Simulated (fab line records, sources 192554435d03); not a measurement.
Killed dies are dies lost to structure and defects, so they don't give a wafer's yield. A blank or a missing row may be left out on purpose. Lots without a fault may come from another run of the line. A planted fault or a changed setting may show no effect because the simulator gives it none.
fab line records | flow n5_finfet
record lots=10 wafers=28 last_day=17
route steps=1938 shown SD_EPI_P@312 SD_ACTIVATION@334 ILD0@345 SDB@374 BEOL_M4@1111
lots that met no fault: from a run of the same line without faults
start_h: hours from the record's first day to the start of the lot's first wafer shown | wait_h: hours since the lot's step before | " the same as in the row above | L1.1+2: a row that stands for several wafers | - no value, or no start given | * or withheld: withheld | < > ~ a bound
route shown NAME@n: a module of which the file shows steps, and the number in the route of the first | usual: mean/standard deviation of fault-free wafers | same: alike in all rows | chamber/n: place in a boat | sites: the reading at each site | _std_site: their standard deviation | _edge_site: outer sites' mean less inner sites' | radius_mm: how far each site lies from the wafer's centre | mask NAME#n: copy n | behind: the tool/chamber that last shaped the wafer | hold: why the lot was held/for how many hours/how that ended | device: the transistor (n, p or np) that didn't switch | end of line: the same wafers' tests at the end of the route | a step without rows: its recipe alone | killed: dies lost to structure and defects at the first sort, not the wafer's yield | map: a wafer's dies, x killed, . not, _ none there
set.NAME: the setting as run; set.NAME@STEP: as run at that earlier step | model.NAME: the simulator's own value behind a step, which no gauge read
steps of the route over a sample of lots; a table a step, a row a wafer
services: from which hour (start_h, from the record's first day; less than 0 if before it) a tool's chamber was out of use, for how many hours, and why
## steps
# step N5_SD_EPI_P_ETCH_16
# recipe chemistry=CHF3/O2 target=SiO2 target_depth_a=50 mask_material=SOC pressure_mtorr=30 source_w=650 bias_w=170 Ar_flow_sccm=200 CHF3_flow_sccm=50 O2_flow_sccm=5 ion_energy_ev=200
# usual drypump_motor_current_A=5.7/0.52 mfc_ar_sccm=200.0/0.61 oes_product_au=0.80/0.082 rf_vpp_V=519/5.7 showerhead_plenum_p_Torr=2.41/0.084 throttle_valve_pct=18.89/0.21
# columns lot.wafer tool chamber start_h wait_h drypump_motor_current_A mfc_ar_sccm oes_product_au rf_hours_counter_h rf_vpp_V showerhead_plenum_p_Torr throttle_valve_pct
L152.1 rie_diel-03 0 63.08 0.1 5.4 200.0 0.80 105 527 2.43 19.00
L152.2 " 2 " " 6.2 200.0 0.92 27 525 2.45 18.59
L152.5 " 3 " " 6.1 199.6 0.66 - 514 2.28 19.40
L153.2 rie_diel-05 0 71.06 0.1 6.3 200.2 0.94 16 525 2.37 19.05
L153.4 " 1 " " 5.3 200.9 0.94 21 521 2.56 18.63
L153.5 " 1 " " 5.3 201.6 0.94 - 522 2.56 18.62
L157.5 rie_diel-03 0 95.22 0.0 5.4 199.7 0.79 - 527 2.42 19.03
L157.6 " 2 " " 6.1 200.6 0.88 - 524 2.45 18.62
L159.1 rie_diel-04 3 105.63 0.1 6.0 200.8 0.75 143 512 2.31 18.81
L159.5 " 0 " " 6.3 199.9 0.75 - 522 2.40 18.77
L160.2 rie_diel-04 0 115.46 0.1 6.3 199.9 0.76 155 522 2.40 18.78
L160.5 " 0 " " 6.3 199.0 0.76 - 520 2.40 18.78
L160.6 " 1 " " 5.4 201.3 0.91 - 510 2.36 19.18
L165.2 rie_diel-04 1 137.08 0.1 5.4 200.6 0.87 37 511 2.36 19.20
L165.3 " 2 " " 4.7 200.0 0.74 168 522 2.50 18.72
L165.5 " 2 " " 4.7 200.2 0.74 - 523 2.50 18.71
L167.1 rie_diel-04 3 150.30 0.1 6.0 199.7 0.74 158 512 2.31 18.84
L167.2 " 1 " " 5.4 199.1 0.86 41 508 2.36 19.19
L167.3 " 2 " " 4.8 200.5 0.73 172 522 2.50 18.70
L170.1 rie_diel-03 0 168.38 0.1 5.4 200.6 0.76 148 526 2.41 19.08
L170.4 " 3 " " 6.1 199.6 0.95 - 525 2.57 19.00
L170.6 " 0 " " 5.4 200.3 0.76 - 526 2.41 19.09
L171.1 rie_diel-04 0 175.07 0.1 6.3 199.6 0.73 174 520 2.40 18.81
L171.2 " 2 " " 4.7 200.3 0.73 180 521 2.50 18.74
L171.3 " 3 " " 6.0 199.9 0.74 160 512 2.31 18.83
L174.1 rie_diel-03 0 192.35 0.1 5.4 200.5 0.75 155 527 2.41 19.11
L174.3 " 3 " " 6.1 200.0 0.94 20 523 2.57 19.01
L174.6 " 1 " " 6.0 201.4 0.72 - 513 2.30 18.92
# step N5_SD_ACTIVATION_INSPECT_02
# recipe inspect_instrument=darkfield mode=post_anneal
# usual raw_defect_count=180/36
# columns lot.wafer tool chamber start_h wait_h raw_defect_count
L152.1 defect_inspect-01 - 67.80 0.2 172
L152.2 " - " " 189
L152.5 " - " " 171
L153.2 defect_inspect-02 - 74.93 0.1 254
L153.4 " - " " 239
L153.5 " - " " 169
L157.5 defect_inspect-02 - 101.04 0.1 140
L157.6 " - " " 168
L159.1 defect_inspect-02 - 109.49 0.2 180
L159.5 " - " " 191
L160.2 defect_inspect-01 - 120.69 0.1 180
L160.5 " - " " 198
L160.6 " - " " 202
L165.2 defect_inspect-02 - 140.93 0.1 123
L165.3 " - " " 172
L165.5 " - " " 170
L167.1 defect_inspect-01 - 154.23 0.2 170
L167.2 " - " " 197
L167.3 " - " " 208
L170.1 defect_inspect-02 - 172.24 0.2 133
L170.4 " - " " 150
L170.6 " - " " 241
L171.1 defect_inspect-01 - 179.02 0.2 219
L171.2 " - " " 136
L171.3 " - " " 171
L174.1 defect_inspect-02 - 198.16 0.2 142
L174.3 " - " " 111
L174.6 " - " " 122
# step N5_ILD0_THK_MEAS_13
# usual thk_nm=17.5/1.1
# columns lot.wafer tool chamber start_h wait_h thk_nm
L152.1 film_metro-02 - 75.55 - 19.1
L152.2 " - " " 18.9
L152.5 " - " " 19.2
L153.2 film_metro-02 - 81.22 - 17.0
L153.4 " - " " 16.6
L153.5 " - " " 15.7
L157.5 film_metro-02 - 107.46 - 18.5
L157.6 " - " " 18.3
L159.1 film_metro-02 - 115.74 - 17.9
L159.5 " - " " 17.0
L160.2 film_metro-01 - 127.58 - 17.3
L160.5 " - " " 16.3
L160.6 " - " " 17.3
L165.2 film_metro-01 - 147.39 - 16.7
L165.3 " - " " 16.5
L165.5 " - " " 17.1
L167.1 film_metro-02 - 160.51 - 19.1
L167.2 " - " " 17.5
L167.3 " - " " 16.8
L170.1 film_metro-01 - 179.18 - 16.6
L170.4 " - " " 18.1
L170.6 " - " " 15.9
L171.1 film_metro-02 - 185.31 - 18.9
L171.2 " - " " 18.4
L171.3 " - " " 18.6
L174.1 film_metro-01 - 204.75 - 19.8
L174.3 " - " " 18.3
L174.6 " - " " 18.5
# step N5_SDB_CMP_30
# recipe stop_on=poly-Si t_overpolish_s=1.54 post_cmp_clean=alkaline_brush down_force_psi=4.1491 platen_rpm=51.796 pad_velocity_m_s=1.0306 target_thk_nm=30
# usual motor_current_A=12.9/1.1 overpolish_run_s=1.541/0.0093 time_to_endpoint_s=17.1/2.5
# columns lot.wafer tool chamber start_h wait_h motor_current_A overpolish_run_s time_to_endpoint_s
L152.1 cmp-03 2 79.65 1.5 15.3 1.547 22.3
L152.2 " 0 " " 11.8 1.546 23.0
L152.5 " 1 " " 12.9 1.552 19.9
L153.4 cmp-04 0 85.75 0.0 13.3 1.532 15.1
L153.2 " 3 " " 12.2 1.556 15.5
L153.5 " 0 " " 13.3 1.544 13.2
L157.6 cmp-04 1 111.73 0.2 13.5 1.525 17.3
L157.5 " 2 " " 13.5 1.540 28.6
L159.1 cmp-04 2 120.22 1.4 13.2 1.556 16.1
L159.5 " 2 " " 13.0 1.542 32.2
L160.2 cmp-04 2 132.04 1.5 13.6 1.546 16.4
L160.5 " 3 " " 11.5 1.547 36.9
L160.6 " 0 " " 13.8 1.532 18.8
L165.3 cmp-03 0 151.53 1.4 12.1 1.537 18.3
L165.2 " 1 " " 13.3 1.533 19.8
L165.5 " 1 " " 12.9 1.532 17.6
L167.1 cmp-03 0 164.86 1.4 11.2 1.548 19.0
L167.2 " 1 " " 12.4 1.538 17.1
L167.3 " 2 " " 14.9 1.530 18.9
L170.4 cmp-03 0 183.53 1.4 11.2 1.566 20.1
L170.1 " 1 " " 12.7 1.528 19.4
L170.6 " 0 " " 11.6 1.551 22.2
L171.1 cmp-02 1 189.46 1.4 13.3 1.541 17.4
L171.2 " 2 " " 14.7 1.536 15.6
L171.3 " 3 " " 11.1 1.558 12.6
L174.1 cmp-02 1 208.82 1.4 14.3 1.556 19.5
L174.3 " 3 " " 11.6 1.540 19.5
L174.6 " 0 " " 12.7 1.541 18.9
# step N5_BEOL_M4_RC_MEAS_101
# usual DIBL_N=36.5/1.4 DIBL_P=36.6/1.6 IOFF_N=0.160/0.024 IOFF_P=0.217/0.029 ION_N=674/8.7 ION_P=464/6.5 SS_N=71.6/0.47 SS_P=73.4/0.57 VT_N=250.0/2.5 VT_P=-250/3.1
# columns lot.wafer tool chamber start_h wait_h DIBL_N[mV/V] DIBL_P[mV/V] IOFF_N[nA/um] IOFF_P[nA/um] ION_N[uA/um] ION_P[uA/um] SS_N[mV/dec] SS_P[mV/dec] VT_N[mV] VT_P[mV]
L152.1 prober-02 0 174.07 0.0 34.3 35.8 0.140 0.193 663 465 71.6 72.8 250.5 -251
L152.2 " 0 " " 35.2 36.7 0.143 0.203 666 461 71.8 72.6 251.5 -251
L152.5 " 0 " " 35.5 36.3 0.152 0.208 671 462 71.7 73.3 249.1 -249
L153.2 prober-01 0 185.60 0.2 36.9 37.8 0.177 0.222 669 460 71.7 73.2 248.6 -249
L153.4 " 0 " " 34.8 34.3 0.138 0.175 678 463 70.9 73.1 253.1 -252
L153.5 " 0 " " 37.4 37.7 0.188 0.220 690 466 71.8 74.0 247.8 -250
L157.5 prober-01 0 213.43 0.6 35.4 34.5 0.140 0.202 670 462 71.5 72.5 250.6 -246
L157.6 " 0 " " 36.4 37.0 0.168 0.238 679 470 71.6 73.5 248.6 -246
L159.1 prober-01 0 227.21 0.0 36.3 37.3 0.169 0.261 678 474 71.1 74.2 248.6 -245
L159.5 " 0 " " 36.9 37.7 0.176 0.256 689 474 71.9 73.4 248.4 -244
L160.2 prober-02 0 234.03 0.2 36.5 33.8 0.151 0.192 676 461 71.2 72.1 250.4 -251
L160.5 " 0 " " 36.8 35.0 0.151 0.203 678 468 71.1 73.8 249.4 -251
L160.6 " 0 " " 37.5 35.5 0.163 0.220 677 466 71.2 73.2 249.3 -248
L165.2 prober-02 0 260.42 0.2 36.8 37.4 0.157 0.227 668 458 72.0 74.0 251.6 -247
L165.3 " 0 " " 36.1 36.8 0.154 0.219 678 468 71.6 73.4 250.2 -249
L165.5 " 0 " " 36.4 36.4 0.155 0.219 678 469 70.4 73.7 251.5 -249
L167.1 prober-02 0 263.15 0.0 35.3 34.9 0.123 0.158 667 452 71.6 73.2 255.3 -256
L167.2 " 0 " " 36.2 35.7 0.135 0.168 672 452 71.6 72.9 253.1 -256
L167.3 " 0 " " 36.7 36.2 0.145 0.174 664 448 71.8 72.7 252.7 -255
L170.1 prober-02 0 288.97 0.0 36.2 36.9 0.150 0.209 667 461 72.2 73.3 252.9 -251
L170.4 " 0 " " 35.5 36.7 0.149 0.202 673 465 71.7 73.1 250.4 -252
L170.6 " 0 " " 36.5 37.8 0.161 0.225 674 464 72.0 73.4 252.8 -250
L171.1 prober-01 0 294.50 0.0 36.0 36.0 0.152 0.212 674 466 71.5 72.5 253.1 -250
L171.2 " 0 " " 35.5 34.9 0.131 0.190 667 456 71.3 72.5 253.4 -251
L171.3 " 0 " " 34.7 33.0 0.125 0.175 667 465 71.0 72.0 252.4 -250
L174.1 prober-02 0 304.14 0.0 37.0 36.3 0.169 0.218 677 459 72.2 72.9 249.2 -251
L174.3 " 0 " " 36.4 36.3 0.166 0.213 682 464 71.4 74.0 247.6 -252
L174.6 " 0 " " 36.7 36.4 0.173 0.222 680 464 72.0 73.8 247.2 -249
## services
# columns tool chamber start_h hours kind
cmp-03 - 44.09 4.0 pm
cmp-03 - 48.09 - consumable_replace:conditioner
cmp-03 - 48.09 - consumable_replace:pad
rie_diel-05 1 53.03 12.9 repair
rie_diel-03 - 57.84 2.8 pm
cmp-04 - 64.33 2.2 repair
rie_diel-03 3 69.26 7.2 repair
cmp-03 - 72.45 0.3 repair
cmp-04 - 76.62 3.1 repair
rie_diel-04 - 86.96 1.0 repair
rie_diel-05 2 91.74 2.1 repair
cmp-03 - 94.83 0.4 repair
rie_diel-03 3 114.50 - clean
rie_diel-03 3 114.50 - consumable_replace:focus_ring
rie_diel-03 3 114.50 - consumable_replace:showerhead
rie_diel-03 3 114.50 19.1 scheduled_down
cmp-02 - 117.19 3.8 repair
rie_diel-04 3 158.32 14.6 repair
rie_diel-03 2 166.17 6.7 repair
cmp-02 - 172.36 4.9 pm
rie_diel-04 3 193.36 5.3 repair
cmp-02 - 194.36 2.7 repair
cmp-04 - 194.47 1.4 repair
cmp-03 - 198.27 1.0 repair
## key
first_sign step=N5_SDB_CMP_30 reading=time_to_endpoint_s direction=up sigmas=6.1 usual=* struck=*
effect none on later readings
met_at N5_SDB_CMP_30
struck_lots L157,L159,L160
struck_wafers L157.5,L159.5,L160.5
not_acting_at N5_SD_EPI_P_ETCH_16,N5_SD_ACTIVATION_INSPECT_02,N5_ILD0_THK_MEAS_13
onset_between 85.75 111.73
fault kind=process_parameter_drift tool=cmp-04 chamber=- onset_h=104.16 steps=N5_SDB_CMP_30 channel=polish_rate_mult offset=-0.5 shape=step end_h=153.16 scope=struck_wafers_only
